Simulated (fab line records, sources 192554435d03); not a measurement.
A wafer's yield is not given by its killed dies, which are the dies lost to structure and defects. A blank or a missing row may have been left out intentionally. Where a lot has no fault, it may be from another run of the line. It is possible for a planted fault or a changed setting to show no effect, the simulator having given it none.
fab line records -- flow n5-finfet -- part 2 of 2: steps 25 to 32 of 32
record lots=5, wafers=15, last-day=17
route steps=1938 shown BEOL_M12@1623
lots that met no fault: from a run of the same line without faults
start-h: hours from the record's first day to the start of the lot's first wafer shown -- wait-h: hours since the lot's step before -- " unchanged from the row above -- L1.1+2: a single row standing in for several wafers -- - no value, or no start was given -- * or withheld: withheld -- < > ~ a bound
route shown NAME@n: a module of which the file shows steps, and the number in the route of the first -- usual: mean/standard deviation of fault-free wafers -- same: alike in all rows -- chamber/n: place in a boat -- sites: readings site by site -- _std_site: standard deviation across them -- _edge_site: the outer-site mean with the inner-site mean subtracted -- radius-mm: for every site, how far away it sits from the centre of the wafer -- mask NAME#n: copy n -- behind: the most recent tool/chamber to have shaped the wafer -- hold: reason for holding the lot/hours on hold/outcome of the hold -- device: which transistor (n, p or np) failed to switch -- end of line: at the end of the route, the tests of the same wafers -- a step without rows: its recipe alone -- killed: dies that structure and defects cost at the first sort, which is not the same as the wafer's yield -- map: dies across one wafer; x = killed, . = not, _ = none there
set.NAME: setting as actually run; set.NAME@STEP: the setting as run at that earlier step -- model.NAME: the simulator's own value behind a step, which no gauge read
certain route steps with their lots: each step a table, each wafer a row
services: the hour from which a tool's chamber was out of use, counted from the record's first day as start-h (under 0 if before that day), plus the number of hours and why
## steps
# step N5_BEOL_M12_PRE_CLEAN_42
# recipe gas=H2/He, time-s=30, temp-c=250
# usual heater-power-w=344/36, susceptor-temp-C=250.00/0.17
lot.wafer,tool,chamber,start-h,wait-h,heater-power-w,susceptor-temp-C
L078.1,pvd-sputter-01,-,284.56,0.0,341,249.85
L078.3,pvd-sputter-01,-,284.56,0.0,358,250.03
L078.4,pvd-sputter-01,-,284.56,0.0,372,249.95
L082.2,pvd-sputter-01,-,287.87,0.0,317,250.38
L082.4,pvd-sputter-01,-,287.87,0.0,338,250.10
L082.6,pvd-sputter-01,-,287.87,0.0,317,250.29
L090.1,pvd-sputter-02,-,350.58,0.0,374,250.06
L090.2,pvd-sputter-02,-,350.58,0.0,279,249.81
L090.6,pvd-sputter-02,-,350.58,0.0,288,249.93
L092.4,pvd-sputter-02,-,356.34,0.0,311,249.91
L092.5,pvd-sputter-02,-,356.34,0.0,311,249.80
L092.6,pvd-sputter-02,-,356.34,0.0,283,249.95
L094.2,pvd-sputter-01,-,375.11,0.0,377,249.82
L094.3,pvd-sputter-01,-,375.11,0.0,362,250.10
L094.4,pvd-sputter-01,-,375.11,0.0,320,249.94
# step N5_BEOL_M12_SPUTTER_43
# recipe material=TaN, target-thk-a=150, temp-c=50, bias-v=168.6, power-w=15000, chamber-pressure-pa=0.12, time-s=24.19
# usual chamber-pressure-pa=0.12001/0.00022, susceptor-temp-C=49.98/0.11, throttle-valve-pct=29.6/1.2
lot.wafer,tool,chamber,start-h,wait-h,chamber-pressure-pa,susceptor-temp-C,throttle-valve-pct
L078.1,pvd-sputter-01,-,284.60,0.0,0.12004,49.96,28.1
L078.3,pvd-sputter-01,-,284.60,0.0,0.12039,49.88,28.6
L078.4,pvd-sputter-01,-,284.60,0.0,0.11978,50.00,31.2
L082.2,pvd-sputter-01,-,287.91,0.0,0.12007,49.94,29.8
L082.4,pvd-sputter-01,-,287.91,0.0,0.12002,50.18,28.6
L082.6,pvd-sputter-01,-,287.91,0.0,0.1198,50.01,30.0
L090.1,pvd-sputter-02,-,350.62,0.0,0.11999,49.92,31.4
L090.2,pvd-sputter-02,-,350.62,0.0,0.11994,50.13,29.0
L090.6,pvd-sputter-02,-,350.62,0.0,0.11997,50.09,28.9
L092.4,pvd-sputter-02,-,356.38,0.0,0.12021,49.85,31.0
L092.5,pvd-sputter-02,-,356.38,0.0,0.12008,49.97,30.8
L092.6,pvd-sputter-02,-,356.38,0.0,0.11992,50.22,29.1
L094.2,pvd-sputter-01,-,375.15,0.0,0.12017,50.07,30.9
L094.3,pvd-sputter-01,-,375.15,0.0,0.11976,49.99,28.3
L094.4,pvd-sputter-01,-,375.15,0.0,0.11995,49.90,29.8
# step N5_BEOL_M12_SPUTTER_44
# recipe material=Ta, target-thk-a=100, temp-c=50, bias-v=80, power-w=15000, chamber-pressure-pa=0.07, time-s=16.13
# usual chamber-pressure-pa=0.07001/0.00014, susceptor-temp-C=50.00/0.13, throttle-valve-pct=29.6/1.2
lot.wafer,tool,chamber,start-h,wait-h,chamber-pressure-pa,susceptor-temp-C,throttle-valve-pct
L078.1,pvd-sputter-01,-,284.68,0.0,0.06988,50.14,28.2
L078.3,pvd-sputter-01,-,284.68,0.0,0.06999,50.00,28.4
L078.4,pvd-sputter-01,-,284.68,0.0,0.07003,50.04,31.1
L082.2,pvd-sputter-01,-,287.99,0.0,0.06993,49.82,29.9
L082.4,pvd-sputter-01,-,287.99,0.0,0.06993,50.04,28.3
L082.6,pvd-sputter-01,-,287.99,0.0,0.07012,49.81,29.7
L090.1,pvd-sputter-02,-,350.70,0.0,0.06995,49.92,31.2
L090.2,pvd-sputter-02,-,350.70,0.0,0.06988,50.12,28.9
L090.6,pvd-sputter-02,-,350.70,0.0,0.07003,50.01,28.9
L092.4,pvd-sputter-02,-,356.46,0.0,0.06993,49.97,31.0
L092.5,pvd-sputter-02,-,356.46,0.0,0.07011,49.83,31.0
L092.6,pvd-sputter-02,-,356.46,0.0,0.06989,50.08,29.1
L094.2,pvd-sputter-01,-,375.23,0.0,0.06992,50.01,31.0
L094.3,pvd-sputter-01,-,375.23,0.0,0.06995,49.98,28.4
L094.4,pvd-sputter-01,-,375.23,0.0,0.0699,49.68,29.7
# step N5_BEOL_M12_SPUTTER_45
# recipe material=Cu, target-thk-a=800, temp-c=-20, bias-v=60, power-w=26000, chamber-pressure-pa=0.13, time-s=13.33
# usual chamber-pressure-pa=0.13003/0.00028, susceptor-temp-C=-20.02/0.091, throttle-valve-pct=29.6/1.2
lot.wafer,tool,chamber,start-h,wait-h,chamber-pressure-pa,susceptor-temp-C,throttle-valve-pct
L078.1,pvd-sputter-01,-,284.76,0.0,0.13006,-20.22,28.3
L078.3,pvd-sputter-01,-,284.76,0.0,0.13,-20.07,28.5
L078.4,pvd-sputter-01,-,284.76,0.0,0.13036,-20.00,30.9
L082.2,pvd-sputter-01,-,288.07,0.0,0.12979,-20.04,29.7
L082.4,pvd-sputter-01,-,288.07,0.0,0.12982,-20.10,28.2
L082.6,pvd-sputter-01,-,288.07,0.0,0.12963,-19.98,29.5
L090.1,pvd-sputter-02,-,350.78,0.0,0.1302,-19.98,31.4
L090.2,pvd-sputter-02,-,350.78,0.0,0.12998,-19.93,29.1
L090.6,pvd-sputter-02,-,350.78,0.0,0.13005,-20.04,29.2
L092.4,pvd-sputter-02,-,356.54,0.0,0.1301,-19.89,31.2
L092.5,pvd-sputter-02,-,356.54,0.0,0.13023,-19.99,31.0
L092.6,pvd-sputter-02,-,356.54,0.0,0.12957,-20.04,28.9
L094.2,pvd-sputter-01,-,375.31,0.0,0.12987,-20.04,30.7
L094.3,pvd-sputter-01,-,375.31,0.0,0.1298,-20.02,28.2
L094.4,pvd-sputter-01,-,375.31,0.0,0.12988,-20.18,29.5
# step N5_BEOL_M12_ECD_47
# recipe material=Cu, target-thk-a=7200
lot.wafer,tool,chamber,start-h,wait-h
L078.1+3+4,ecd-cu-02,"1,1,0",284.89,0.1
L082.2+4+6,ecd-cu-01,"0,1,0",288.18,0.1
L090.1+2+6,ecd-cu-01,"0,1,1",350.90,0.1
L092.4+5+6,ecd-cu-01,"1,0,1",356.70,0.1
L094.2+3+4,ecd-cu-02,"0,0,1",375.43,0.1
# step N5_BEOL_M12_ANNEAL_48
# recipe temp-c=225, time-s=90, ambient=N2
# usual wafer_temp_C_max=225.81/0.22
lot.wafer,tool,chamber,start-h,wait-h,wafer_temp_C_max
L078.1,rtp-anneal-01,0,285.03,0.1,225.40
L078.3,rtp-anneal-01,0,285.03,0.1,225.23
L078.4,rtp-anneal-01,0,285.03,0.1,225.59
L082.2,rtp-anneal-02,0,288.37,0.1,225.84
L082.4,rtp-anneal-02,0,288.37,0.1,225.65
L082.6,rtp-anneal-02,0,288.37,0.1,226.03
L090.1,rtp-anneal-02,0,351.04,0.1,225.85
L090.2,rtp-anneal-02,0,351.04,0.1,226.06
L090.6,rtp-anneal-02,0,351.04,0.1,226.05
L092.4,rtp-anneal-01,0,356.94,0.2,225.76
L092.5,rtp-anneal-01,0,356.94,0.2,226.05
L092.6,rtp-anneal-01,0,356.94,0.2,225.49
L094.2,rtp-anneal-01,0,375.62,0.1,225.87
L094.3,rtp-anneal-01,0,375.62,0.1,225.96
L094.4,rtp-anneal-01,0,375.62,0.1,225.78
# step N5_BEOL_M12_CMP_49
# recipe stop-on=SiOC, t-overpolish-s=20.6, down-force-psi=1, platen-rpm=50, clearing-platen-down-force-psi=1.5, clearing-platen-rpm=50, post-cmp-clean=cu-alkaline, target-thk-nm=320, clearing-platen-pad-velocity-m-s=0.99484, pad-velocity-m-s=0.99484
# usual barrier-field-endpoint-s=30.1/0.73, motor-current-A=6.2/0.93, overpolish-run-s=20.600/0.0094, platen-rpm=49.998/0.029
lot.wafer,tool,chamber,start-h,wait-h,barrier-field-endpoint-s,motor-current-A,overpolish-run-s,platen-rpm
L078.1,cmp-04,2,285.33,0.3,30.5,5.0,20.600,50.008
L078.3,cmp-04,0,285.33,0.3,29.1,5.7,20.580,49.993
L078.4,cmp-04,1,285.33,0.3,30.3,5.0,20.601,50.038
L082.2,cmp-03,2,288.62,0.2,30.9,4.7,20.611,49.991
L082.4,cmp-03,0,288.62,0.2,30.5,5.6,20.599,49.977
L082.6,cmp-03,2,288.62,0.2,30.9,4.4,20.595,50.016
L090.2,cmp-03,3,351.35,0.2,29.0,6.5,20.601,49.913
L090.1,cmp-03,0,351.35,0.2,30.5,5.3,20.589,49.956
L090.6,cmp-03,3,351.35,0.2,30.1,6.2,20.612,49.973
L092.4,cmp-01,0,357.10,0.1,29.1,6.4,20.592,49.976
L092.5,cmp-01,0,357.10,0.1,29.5,6.6,20.614,49.995
L092.6,cmp-01,1,357.10,0.1,30.6,7.5,20.610,50.002
L094.2,cmp-01,3,375.91,0.2,29.4,6.2,20.587,49.962
L094.3,cmp-01,0,375.91,0.2,29.7,6.8,20.617,49.963
L094.4,cmp-01,1,375.91,0.2,30.6,7.4,20.598,49.997
# step N5_BEOL_M12_THK_MEAS_50
# recipe thk-meas-gauge=xrf, reads=Cu_of_BEOL_M12_ECD_47
# usual M12_THK=323/5.9
lot.wafer,tool,chamber,start-h,wait-h,M12_THK[nm]
L078.1,film-metro-02,-,285.63,-,326
L078.3,film-metro-02,-,285.63,-,330
L078.4,film-metro-02,-,285.63,-,335
L082.2,film-metro-02,-,288.92,-,322
L082.4,film-metro-02,-,288.92,-,329
L082.6,film-metro-02,-,288.92,-,329
L090.1,film-metro-01,-,351.65,-,323
L090.2,film-metro-01,-,351.65,-,322
L090.6,film-metro-01,-,351.65,-,323
L092.4,film-metro-01,-,357.40,-,315
L092.5,film-metro-01,-,357.40,-,315
L092.6,film-metro-01,-,357.40,-,314
L094.2,film-metro-02,-,376.17,-,325
L094.3,film-metro-02,-,376.17,-,317
L094.4,film-metro-02,-,376.17,-,325
## services
tool,chamber,start-h,hours,kind
krf-scanner-01,-,288.60,1.0,pm
pvd-sputter-02,-,288.76,8.9,repair
cmp-04,-,289.99,2.2,pm
krf-scanner-02,-,295.12,1.3,pm
cmp-04,-,295.23,1.3,repair
cmp-03,-,297.84,1.4,repair
cmp-01,-,302.21,1.4,repair
krf-scanner-01,-,303.85,1.3,pm
rie-diel-03,3,307.60,7.1,repair
krf-scanner-02,-,313.16,0.8,pm
krf-scanner-01,-,320.95,0.4,repair
pvd-sputter-01,-,326.48,1.0,repair
cmp-03,-,329.41,1.3,repair
plasma-asher-02,-,332.03,3.5,repair
cmp-04,-,332.19,4.0,pm
ecd-cu-02,-,333.30,1.1,repair
rie-diel-02,3,335.50,4.8,repair
krf-scanner-01,-,341.92,4.0,pm
krf-scanner-01,-,362.51,6.0,repair
rie-diel-06,2,362.62,4.0,repair
pvd-sputter-01,-,367.91,3.0,repair
cmp-03,-,368.18,1.9,repair
krf-scanner-02,-,368.51,11.6,pm
plasma-asher-02,-,370.87,2.1,repair
